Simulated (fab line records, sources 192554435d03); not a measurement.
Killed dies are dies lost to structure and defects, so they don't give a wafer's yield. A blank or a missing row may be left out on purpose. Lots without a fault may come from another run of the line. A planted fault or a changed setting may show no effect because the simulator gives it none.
fab line records | flow n5_finfet | part 2 of 2: steps 24 to 30 of 30
record lots=5 wafers=15 last_day=18
route steps=1938 shown MOL_CONTACT_COAG@558
lots that met no fault: from a run of the same line without faults
start_h: hours from the record's first day to the start of the lot's first wafer shown | wait_h: hours since the lot's step before | " the same as in the row above | L1.1+2: a row that stands for several wafers | - no value, or no start given | * or withheld: withheld | < > ~ a bound
route shown NAME@n: a module of which the file shows steps, and the number in the route of the first | usual: mean/standard deviation of fault-free wafers | same: alike in all rows | chamber/n: place in a boat | sites: the reading at each site | _std_site: their standard deviation | _edge_site: outer sites' mean less inner sites' | radius_mm: how far each site lies from the wafer's centre | mask NAME#n: copy n | behind: the tool/chamber that last shaped the wafer | hold: why the lot was held/for how many hours/how that ended | device: the transistor (n, p or np) that didn't switch | end of line: the same wafers' tests at the end of the route | a step without rows: its recipe alone | killed: dies lost to structure and defects at the first sort, not the wafer's yield | map: a wafer's dies, x killed, . not, _ none there
set.NAME: the setting as run; set.NAME@STEP: as run at that earlier step | model.NAME: the simulator's own value behind a step, which no gauge read
lots at some steps of the route; a table a step, a row a wafer
services: from which hour (start_h, from the record's first day; less than 0 if before it) a tool's chamber was out of use, for how many hours, and why
## steps
# step N5_MOL_CONTACT_COAG_ETCH_91
# recipe chemistry=N2/H2 target=SOC target_depth_a=600 overetch_a=210 mask_material=SiARC temp_c=40 time_s=101.2 ion_energy_ev=200 pressure_mtorr=30 source_w=840 bias_w=150 n2_flow_sccm=200 h2_flow_sccm=200
# usual drypump_motor_current_A=5.5/0.48 oes_product_au=0.65/0.07 rf_vpp_V=523.6/2.5 showerhead_plenum_p_Torr=2.53/0.087 throttle_valve_pct=17.83/0.2
# columns lot.wafer tool chamber start_h wait_h drypump_motor_current_A oes_product_au rf_hours_counter_h rf_vpp_V showerhead_plenum_p_Torr throttle_valve_pct
L076.3 rie_diel-03 1 113.89 0.0 6.4 0.64 155 521.3 2.46 17.74
L076.5 " 3 " " 4.8 0.66 - 525.1 2.55 17.78
L076.6 " 0 " " 5.1 0.77 - 528.0 2.71 17.58
L081.2 rie_diel-01 1 146.11 0.0 5.1 0.59 212 520.8 2.43 18.11
L081.5 " 0 " " 5.7 0.71 - 521.9 2.47 17.56
L081.6 " 1 " " 5.1 0.60 - 520.6 2.43 18.12
L088.2 rie_diel-03 2 191.84 0.0 6.2 0.61 186 523.8 2.52 17.80
L088.5 " 3 " " 4.8 0.64 - 524.2 2.54 17.83
L088.6 " 0 " " 5.1 0.73 - 528.3 2.70 17.63
L092.1 rie_diel-04 3 205.75 0.0 5.4 0.83 3 525.6 2.60 17.43
L092.2 " 2 " " 5.7 0.67 118 521.2 2.45 17.87
L092.6 " 1 " " 6.2 0.60 - 523.0 2.55 18.07
L096.3 rie_diel-03 2 229.74 0.0 6.2 0.59 198 524.4 2.51 17.84
L096.5 " 3 " " 4.8 0.63 - 523.8 2.54 17.85
L096.6 " 0 " " 5.1 0.71 - 527.4 2.69 17.66
# step N5_MOL_CONTACT_COAG_STRIP_92
# recipe chemistry=N2/H2 temp_c=40 n2_flow_sccm=200 h2_flow_sccm=200 rf_frequency_hz=6e+07
# columns lot.wafer tool chamber start_h wait_h
L076.3+5+6 rie_diel-03 1,3,0 113.96 0.0
L081.2+5+6 rie_diel-01 2,3,2 146.18 0.0
L088.2+5+6 rie_diel-03 2,3,0 191.91 0.0
L092.1+2+6 rie_diel-04 3,2,1 205.82 0.0
L096.3+5+6 rie_diel-03 2,3,0 229.81 0.0
# step N5_MOL_CONTACT_COAG_STRIP_93
# recipe chemistry=N2/H2 temp_c=40 n2_flow_sccm=200 h2_flow_sccm=200 rf_frequency_hz=6e+07
# columns lot.wafer tool chamber start_h wait_h
L076.3+5+6 rie_diel-03 1,3,0 113.97 0.0
L081.2+5+6 rie_diel-01 2,3,2 146.19 0.0
L088.2+5+6 rie_diel-03 2,3,0 191.92 0.0
L092.1+2+6 rie_diel-04 3,2,1 205.83 0.0
L096.3+5+6 rie_diel-03 2,3,0 229.82 0.0
# step N5_MOL_CONTACT_COAG_ETCHBACK_135
# recipe chemistry=CHF3 target=SiO2 target_depth_a=250 time_s=16.7 ion_energy_ev=200 pressure_mtorr=30 source_w=610 bias_w=170 Ar_flow_sccm=200 CHF3_flow_sccm=50
# usual drypump_motor_current_A=5.5/0.48 oes_product_au=0.78/0.089 rf_vpp_V=526/11 showerhead_plenum_p_Torr=2.37/0.084 throttle_valve_pct=18.73/0.17
# columns lot.wafer tool chamber start_h wait_h drypump_motor_current_A oes_product_au rf_hours_counter_h rf_vpp_V showerhead_plenum_p_Torr throttle_valve_pct
L076.3 rie_diel-03 1 113.98 0.0 6.3 0.76 155 530 2.28 18.50
L076.5 " 3 " " 4.9 0.79 - 517 2.40 18.86
L076.6 " 0 " " 5.1 0.93 - 543 2.54 18.56
L081.2 rie_diel-01 2 146.20 0.0 5.0 0.68 244 511 2.24 19.04
L081.5 " 3 " " 5.9 0.78 - 536 2.39 18.80
L081.6 " 2 " " 5.0 0.68 - 513 2.24 19.01
L088.2 rie_diel-03 2 191.93 0.0 6.2 0.72 186 530 2.38 18.87
L088.5 " 3 " " 4.8 0.77 - 515 2.39 18.91
L088.6 " 0 " " 5.1 0.87 - 543 2.53 18.60
L092.1 rie_diel-04 3 205.84 0.0 5.4 0.99 3 527 2.44 18.48
L092.2 " 2 " " 5.7 0.80 118 539 2.30 18.70
L092.6 " 1 " " 6.2 0.71 - 525 2.37 18.87
L096.3 rie_diel-03 2 229.83 0.0 6.2 0.71 198 528 2.38 18.88
L096.5 " 3 " " 4.8 0.75 - 517 2.39 18.93
L096.6 " 0 " " 5.1 0.85 - 543 2.52 18.62
# step N5_MOL_CONTACT_COAG_STRIP_118
# recipe chemistry=CHF3 resist=SiARC rf_frequency_hz=6e+07
# columns lot.wafer tool chamber start_h wait_h
L076.3+5+6 rie_diel-03 1,3,0 114.01 0.0
L081.2+5+6 rie_diel-01 2,3,2 146.22 0.0
L088.2+5+6 rie_diel-03 2,3,0 191.95 0.0
L092.1+2+6 rie_diel-04 3,2,1 205.86 0.0
L096.3+5+6 rie_diel-03 2,3,0 229.86 0.0
# step N5_MOL_CONTACT_COAG_VIA_ETCH_46
# recipe chemistry=C4F6/O2 target_depth_a=460 overetch_a=92 mask_material=SOC target=SiO2 bias_w=455 pressure_mtorr=10 time_s=40 source_w=325 Ar_flow_sccm=300 C4F6_flow_sccm=10 O2_flow_sccm=10 ion_energy_ev=575.3 ends=end_point
# usual O2_flow_sccm=9.996/0.029 drypump_motor_current_A=5.5/0.48 oes_product_au=0.70/0.075 rf_vpp_V=1593/30 showerhead_plenum_p_Torr=2.83/0.099 throttle_valve_pct=40.89/0.29
# columns lot.wafer tool chamber start_h wait_h O2_flow_sccm drypump_motor_current_A oes_product_au rf_hours_counter_h rf_vpp_V showerhead_plenum_p_Torr throttle_valve_pct
L076.3 rie_diel-03 1 114.02 0.0 10.022 6.3 0.68 155 1603 2.72 40.31
L076.5 " 3 " " 10.002 4.8 0.72 - 1562 2.86 40.55
L076.6 " 0 " " 9.997 5.1 0.82 - 1641 3.03 41.01
L081.2 rie_diel-01 2 146.23 0.0 10.036 5.0 0.61 244 1554 2.67 40.97
L081.5 " 3 " " 10.010 5.9 0.71 - 1620 2.85 40.86
L081.6 " 2 " " 10.012 5.0 0.61 - 1554 2.67 40.98
L088.2 rie_diel-03 2 191.96 0.0 9.997 6.2 0.64 186 1602 2.85 41.42
L088.5 " 3 " " 10.013 4.8 0.69 - 1561 2.85 40.56
L088.6 " 0 " " 9.981 5.1 0.77 - 1640 3.02 41.03
L092.1 rie_diel-04 3 205.87 0.0 9.983 5.4 0.86 3 1593 2.91 40.71
L092.2 " 2 " " 9.981 5.7 0.71 118 1629 2.75 41.01
L092.6 " 1 " " 10.048 6.2 0.64 - 1591 2.82 41.15
L096.3 rie_diel-03 2 229.87 0.0 9.972 6.2 0.63 198 1599 2.84 41.42
L096.5 " 3 " " 9.981 4.8 0.67 - 1564 2.84 40.60
L096.6 " 0 " " 9.971 5.1 0.77 - 1640 3.01 41.07
# step N5_MOL_CONTACT_COAG_STRIP_96
# recipe chemistry=N2/H2 power_w=500 temp_c=40 pressure_mtorr=50 rf_frequency_hz=6e+07 overash_fraction=0.3 bias_power_w=28 h2_frac=0.5 n2_flow_sccm=300 h2_flow_sccm=300
# usual drypump_motor_current_A=5.6/0.48 oes_product_au=0.78/0.09 rf_vpp_V=121.8/1.4 showerhead_plenum_p_Torr=3.35/0.11 throttle_valve_pct=18.9/0.31
# same overash_fraction=0.3
# columns lot.wafer tool chamber start_h wait_h drypump_motor_current_A oes_product_au rf_hours_counter_h rf_vpp_V showerhead_plenum_p_Torr throttle_valve_pct
L076.3 rie_diel-03 1 114.08 0.0 6.3 0.76 155 123.4 3.25 18.8
L076.5 " 3 " " 4.8 0.79 - 121.4 3.37 18.6
L076.6 " 0 " " 5.1 0.94 - 121.1 3.58 18.5
L081.2 rie_diel-01 2 146.30 0.0 5.0 0.68 244 120.2 3.16 19.1
L081.5 " 3 " " 5.9 0.78 - 122.0 3.37 19.4
L081.6 " 2 " " 5.0 0.69 - 121.4 3.16 19.1
L088.2 rie_diel-03 2 192.03 0.0 6.2 0.73 186 122.6 3.33 18.8
L088.5 " 3 " " 4.9 0.76 - 120.0 3.36 18.6
L088.6 " 0 " " 5.1 0.86 - 125.4 3.56 18.6
L092.1 rie_diel-04 3 205.94 0.0 5.4 1.00 3 121.2 3.43 18.4
L092.2 " 2 " " 5.7 0.80 118 120.3 3.25 19.3
L092.6 " 1 " " 6.2 0.71 - 124.3 3.36 19.1
L096.3 rie_diel-03 2 229.93 0.0 6.2 0.71 198 122.5 3.32 18.8
L096.5 " 3 " " 4.8 0.76 - 121.9 3.35 18.6
L096.6 " 0 " " 5.1 0.85 - 123.4 3.55 18.6
## services
# columns tool chamber start_h hours kind
pecvd-01 - 88.20 2.8 pm
rie_diel-01 0 95.75 14.8 repair
euv_scanner-02 - 97.72 1.0 pm
pecvd-01 1 101.06 6.6 repair
pecvd-01 - 106.98 0.8 pm
ald_sin-01 - 111.72 14.0 pm
euv_scanner-01 - 113.04 5.8 pm
euv_scanner-01 - 119.18 1.0 pm
euv_scanner-02 - 122.10 12.0 pm
ald_sin-04 2 130.39 5.1 repair
rie_diel-03 3 138.36 7.2 repair
pecvd-02 2 145.44 6.6 repair
euv_scanner-02 - 147.48 4.6 pm
ald_sin-01 2 148.94 5.1 repair
euv_scanner-02 - 153.87 1.0 pm
cmp-02 - 172.78 10.8 repair
euv_scanner-01 - 175.33 1.0 pm
ald_sin-03 - 176.95 14.0 pm
rie_diel-01 2 182.58 1.8 repair
euv_scanner-01 - 189.11 1.3 repair
euv_scanner-01 - 200.72 12.0 pm
cmp-02 - 207.32 1.2 repair
euv_scanner-02 - 212.72 1.0 pm
pecvd-01 - 227.73 0.9 repair
